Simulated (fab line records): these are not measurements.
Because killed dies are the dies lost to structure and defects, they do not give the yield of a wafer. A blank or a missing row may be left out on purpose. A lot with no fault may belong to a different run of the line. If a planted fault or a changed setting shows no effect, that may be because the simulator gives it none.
Matching of chambers	flow n5 finfet	N5_FIN_SAQP_ETCH_51 on rie diel-06: 4 sister chambers
The step etches SiARC in CF4, target depth 45.5 nm, time 75.8 s. 4 wafers are shown with their chamber, then 8 later ones without.

## EACH WAFER AND ITS CHAMBER
wafer	chamber	drypump motor current A (A)
L080.5	2	5.7
L083.4	3	5.4
L083.5	0	6.2
L084.2	1	6.6

## WAFERS WITHOUT THEIR CHAMBER
wafer	drypump motor current A (A)
L084.3	5.4
L084.6	6.6
L091.1	5.4
L091.4	6.2
L091.5	5.7
L096.3	5.4
L096.4	5.7
L096.5	6.5

## WHICH CHAMBER EACH ONE RAN IN
wafer	from the rows above	in truth
L084.3	3	3
L084.6	1	1
L091.1	3	3
L091.4	0	0
L091.5	2	2
L096.3	3	3
L096.4	2	2
L096.5	1	1
Correctly placed: 8 of 8. Not placeable from these rows: 0. Number placed wrongly: 0.
How it was worked out, from the rows above alone: a wafer's distance from a chamber is the root of the sum, over the readings, of the square of ((its reading less the chamber's mean) divided by the reading's scatter). If the next closest chamber is less than 2 further off than the closest, the wafer can't be placed; otherwise it belongs to the closest. For every chamber, the mean is computed from those of its wafers that are shown. The scatter: with one shown wafer a chamber, the root of the mean of the squares of how far each hidden wafer lies from its nearest shown one.
